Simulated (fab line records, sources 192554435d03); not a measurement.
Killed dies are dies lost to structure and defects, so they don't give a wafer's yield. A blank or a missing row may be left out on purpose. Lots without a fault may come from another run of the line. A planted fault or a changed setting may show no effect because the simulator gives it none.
Problem report in the 8D (eight disciplines) form, filled by code | flow n5_finfet | the parts of the form that need people (team, actions taken, sign-off) are left out

1. THE PROBLEM
cd_nm at N5_BEOL_M7_CD_MEAS_28 reads a mean of 41.88 nm on 6 wafers of 2 lots; wafers without a fault read 40.04 nm with a standard deviation of 0.25. That is +7.4 standard deviations from the usual mean.
The step: target cd 40 nm.
First seen on wafer L712.1, day 11 10:37, on cd_sem-02. The record holds 29 wafers of 10 lots with a number at this step. Rule for "out", or "out of limits": more than 4 standard deviations from the usual mean. The other wafers with a number count as sound.

2. WHAT IT IS AND WHAT IT IS NOT
question                    | is                     | is not
which readings at this step | cd_nm                  | -
which lots                  | L712, L716             | L703, L704, L705, L713, L717, L719, L720, L723
which wafers of those lots  | all that have a number | -
read on which gauges        | cd_sem-02, cd_sem-03   | cd_sem-01
when                        | from day 11 10:37      | up to then (8 sound wafers); but 15 sound wafers of L713, L717, L719, L720, L723 came after

3. SUSPECTS, AND WHAT RULES EACH OUT
Counting: a tool at a process step up to the reading stays a suspect if it ran every lot that is out and no sound lot after the first of them.
- the gauge at N5_BEOL_M7_CD_MEAS_28: ruled out. The wafers that are out were read on 2 gauges (cd_sem-02, cd_sem-03).
- euv_scanner-01 at N5_BEOL_M7_EXPOSE_25 (exposes mask V6, target cd 40 nm): kept. It ran every lot that is out, first L712 (day 11 10:28), and no sound lot after that; its last sound lot up to then is L705 (day 9 18:27). Its own readings are out on those wafers: exposure_dose_mJ_cm2.
Left after counting: euv_scanner-01 at N5_BEOL_M7_EXPOSE_25.

4. THE CAUSE (what the simulator had put in)
Process parameter drift: euv_scanner-01, from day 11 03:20 on, at N5_BEOL_M7_EXPOSE_25. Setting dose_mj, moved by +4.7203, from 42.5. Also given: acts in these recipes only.
Counting left only this tool.

5. THE CHAIN OF EFFECTS, in route order
Each row: a reading whose mean over the struck wafers that have a number lies more than 3 standard deviations from the usual. Only readings for which the record gives a usual standard deviation are gone through. hours: the time from each lot's start at the first step in this table that gives one to its start at this step, as a median over the lots. sigmas: the change in usual standard deviations.
hours | step                  | reading              | usual    | on struck wafers | change | sigmas
0     | N5_BEOL_M7_EXPOSE_25  | exposure_dose_mJ_cm2 | 42.40    | 46.28            | +3.88  | +65
0     | N5_BEOL_M7_CD_MEAS_28 | cd_nm                | 40.04 nm | 41.88            | +1.84  | +7.4
The process steps in it:
- N5_BEOL_M7_EXPOSE_25: exposes mask V6, target cd 40 nm.

6. WHAT WOULD HAVE CAUGHT IT SOONER
In this record the first reading out of limits at a measuring or inspecting step was taken at day 11 10:37, 7 hours after the fault began at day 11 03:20.
The tool's own readings at N5_BEOL_M7_EXPOSE_25 were out on every struck wafer that the step has a row for (exposure_dose_mJ_cm2): an alarm limit on them would have fired on the first of those.
Of the lots that are out (2), L716 began N5_BEOL_M7_EXPOSE_25 on euv_scanner-01 after day 11 10:37. A hold on the tool at that time would have spared it.
